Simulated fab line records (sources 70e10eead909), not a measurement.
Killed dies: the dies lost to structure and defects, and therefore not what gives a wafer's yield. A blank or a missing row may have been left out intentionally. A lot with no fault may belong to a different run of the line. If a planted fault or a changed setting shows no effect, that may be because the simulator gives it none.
Which tool was responsible? -- flow nand-harc -- Sampling: 13 lots, 39 wafers, 5 of 1302 route steps

WHAT EACH GAUGE READ, for each wafer
NHARC_END_SORT_01.
lot,measured,on,killed-at-array,killed-at-other,killed-at-periphery,killed-dies,killed-open,killed-short
L290,day 26 01:48,prober-01,89 55 77,1 0 0,1 1 5,91 56 82,4 5 5,6 1 3
L294,day 27 03:27,prober-01,61 57 52,2 2 4,2 1 2,65 60 58,2 2 3,3 3 4
L295,day 27 13:37,prober-02,58 53 51,1 3 0,1 3 4,60 59 55,3 3 2,0 7 4
L296,day 27 23:34,prober-02,72 75 73,0 0 0,1 1 1,73 76 74,4 1 3,1 5 2
L297,day 27 23:32,prober-01,61 62 48,2 4 1,3 7 7,66 73 56,1 2 0,3 1 2
L300,day 29 03:32,prober-01,29 30 29,1 2 2,6 12 6,36 44 37,3 6 4,2 1 1
L305,day 32 10:44,prober-02,36 46 40,0 1 1,4 5 5,40 52 46,7 3 4,4 3 3
L307,day 32 18:28,prober-01,51 48 50,0 1 0,1 3 3,52 52 53,3 8 5,1 2 3

EACH LOT AND THE TOOL THAT RAN IT (in order: tool; ch and the chambers of the sampled wafers; start)
lot,NHARC_A_WL_FILL_ALD_19,NHARC_A_CONTACT_SOFTBAKE_37,NHARC_A_CONTACT_ETCH_49,NHARC_A_CONTACT_ETCH_111
L286,"ald-metal-04 ch 0,3, day 20 05:11","litho-track-04 ch 0, day 20 11:00","rie-diel-01 ch 0,3, day 20 13:47 or earlier","har-cap-etch-03 ch 0,1, day 20 13:47"
L290,"ald-metal-04 ch 0,1,3, day 21 06:26","litho-track-01 ch 0, day 21 12:00","rie-diel-07 ch 0,2,3, day 21 15:04 or earlier","har-cap-etch-03 ch 0,1, day 21 15:04"
L294,"ald-metal-01 ch 1,2,3, day 23 21:19","litho-track-01 ch 0, day 24 03:00","rie-diel-02 ch 1,2,3, day 24 06:05 or earlier","har-cap-etch-02 ch 0,1, day 24 06:05"
L295,"ald-metal-04 ch 0,1,2, day 24 03:46","litho-track-01 ch 0, day 24 12:00","rie-diel-01 ch 0,3, day 24 14:45 or earlier","har-cap-etch-03 ch 0,1, day 24 14:45"
L296,"ald-metal-02 ch 1,2,3, day 24 08:08","litho-track-01 ch 0, day 24 16:00","rie-diel-01 ch 1,2,3, day 24 19:07 or earlier","har-cap-etch-01 ch 0,1, day 24 19:07"
L297,"ald-metal-04 ch 0,1,2, day 24 14:29","litho-track-06 ch 0, day 24 23:00","rie-diel-02 ch 0,1, day 25 02:01 or earlier","har-cap-etch-02 ch 0,1, day 25 02:01"
L300,"ald-metal-01 ch 0,2, day 25 15:04","litho-track-04 ch 0, day 25 22:00","rie-diel-02 ch 1,3, day 26 01:01 or earlier","har-cap-etch-02 ch 0,1, day 26 01:01"
L302,"ald-metal-04 ch 1,2,3, day 26 02:59","litho-track-06 ch 0, day 26 10:00","rie-diel-02 ch 0,1,2, day 26 13:10 or earlier","har-cap-etch-03 ch 0,1, day 26 13:10"
L303,"ald-metal-02 ch 0,3, day 27 10:54","litho-track-01 ch 0, day 27 17:00","rie-diel-02 ch 1,2,3, day 27 20:06 or earlier","har-cap-etch-01 ch 0,1, day 27 20:06"
L304,"ald-metal-01 ch 0,1,3, day 27 10:56","litho-track-06 ch 0, day 27 17:00","rie-diel-07 ch 0,1,3, day 27 19:57 or earlier","har-cap-etch-03 ch 0,1, day 27 19:57"
L305,"ald-metal-01 ch 1,2,3, day 28 15:23","litho-track-01 ch 0, day 28 21:00","rie-diel-01 ch 0,1,3, day 29 00:08 or earlier","har-cap-etch-01 ch 0,1, day 29 00:08"
L307,"ald-metal-04 ch 0,1,2, day 29 04:27","litho-track-04 ch 0, day 29 11:00","rie-diel-01 ch 0,1, day 29 14:17 or earlier","har-cap-etch-02 ch 0,1, day 29 14:17"
L309,"ald-metal-02 ch 0,1,2, day 29 13:10","litho-track-04 ch 0, day 29 22:00","rie-diel-01 ch 0,2,3, day 30 00:46 or earlier","har-cap-etch-03 ch 0,1, day 30 00:46"
- NHARC_A_WL_FILL_ALD_19: deposits TiN, target thk 2 nm, pulse time 3 s, ald cycles 100.
- NHARC_A_CONTACT_SOFTBAKE_37: time 55 s.
- NHARC_A_CONTACT_ETCH_49: etches the open film in N2/H2, target depth 260 nm, time 475.3 s.
- NHARC_A_CONTACT_ETCH_111: etches the open film in C4F8/O2/Ar, time 140 s, target depth 700 nm.

WHAT THE TOOLS THEMSELVES READ (means of the sampled wafers that have a number; where no wafer has one, the mark that the record gives instead)
NHARC_A_WL_FILL_ALD_19.
lot,tool,heater-power-w (W),precursor-pulse-height-rel,susceptor-temp-C (C)
L286,ald-metal-04,1084,0.990,449.98
L290,ald-metal-04,1037,1.000,449.68
L294,ald-metal-01,1071,0.990,450.23
L295,ald-metal-04,1043,0.993,450.24
L296,ald-metal-02,1132,0.982,449.81
L297,ald-metal-04,1040,0.993,450.10
L300,ald-metal-01,1140,1.020,450.07
L302,ald-metal-04,1079,1.008,449.91
L303,ald-metal-02,1035,1.028,450.04
L304,ald-metal-01,1133,1.000,449.97
L305,ald-metal-01,1087,0.993,449.87
L307,ald-metal-04,1062,0.995,449.95
L309,ald-metal-02,1183,1.003,449.91

NHARC_A_CONTACT_SOFTBAKE_37.
lot,tool,heater-power-total-W (W)
L286,litho-track-04,188.51
L290,litho-track-01,188.52
L294,litho-track-01,176.77
L295,litho-track-01,176.83
L296,litho-track-01,176.90
L297,litho-track-06,188.48
L300,litho-track-04,188.48
L302,litho-track-06,188.39
L303,litho-track-01,188.63
L304,litho-track-06,188.50
L305,litho-track-01,188.53
L307,litho-track-04,188.41
L309,litho-track-04,188.51

NHARC_A_CONTACT_ETCH_49.
lot,tool,drypump-motor-current-A (A),oes-product-au (a.u.),rf-vpp-V (V),showerhead-plenum-p-Torr (Torr),throttle-valve-pct (%)
L286,rie-diel-01,5.1,1.010,430.7,2.03,14.176
L290,rie-diel-07,5.2,0.997,430.4,2.05,14.169
L294,rie-diel-02,5.8,0.994,427.5,1.96,14.171
L295,rie-diel-01,5.1,1.007,429.7,2.02,14.164
L296,rie-diel-01,5.8,1.008,432.1,2.14,14.169
L297,rie-diel-02,5.9,0.997,427.0,1.91,14.171
L300,rie-diel-02,6.1,0.995,429.0,1.96,14.173
L302,rie-diel-02,5.8,1.002,427.9,1.93,14.170
L303,rie-diel-02,5.8,1.003,427.8,1.96,14.169
L304,rie-diel-07,5.1,0.996,431.6,2.06,14.173
L305,rie-diel-01,5.4,1.009,432.1,2.08,14.181
L307,rie-diel-01,5.5,1.012,432.1,2.12,14.171
L309,rie-diel-01,5.4,1.000,432.1,2.06,14.165

THE ANSWER, worked out from the rows above alone
Rule: usual is defined by the lots themselves. Put in order of their means at a reading, lots are off if they are a third of the lots or fewer, leave a main group of 4 or more, and stand apart from it by a gap of 3 or more times the standard deviation of the main group's means; of several such gaps the widest counts. A main group whose means are all the same, to the digits that the tables above print for the reading, isn't used. Also off: a lot with no number at a reading for which 4 or more lots have one. The other lots that the step has rows for count as sound. After the gauges, taken in route order, come the tools' own readings; for these a lot's mean is taken, as printed above. At the first step where some lot is off, the reading lying furthest off is the one used; lots without a number count as furthest.
Off: L294, L295, L296, at NHARC_A_CONTACT_SOFTBAKE_37 (heater-power-total-W). Main group: mean 188.50 W, sd 0.063.
A tool fits if, at that step or a process step before it, it ran every lot that is off, and no sound lot after the first of them. Not one of the candidates tried fits.

WHAT WAS PUT IN BY THE SIMULATOR
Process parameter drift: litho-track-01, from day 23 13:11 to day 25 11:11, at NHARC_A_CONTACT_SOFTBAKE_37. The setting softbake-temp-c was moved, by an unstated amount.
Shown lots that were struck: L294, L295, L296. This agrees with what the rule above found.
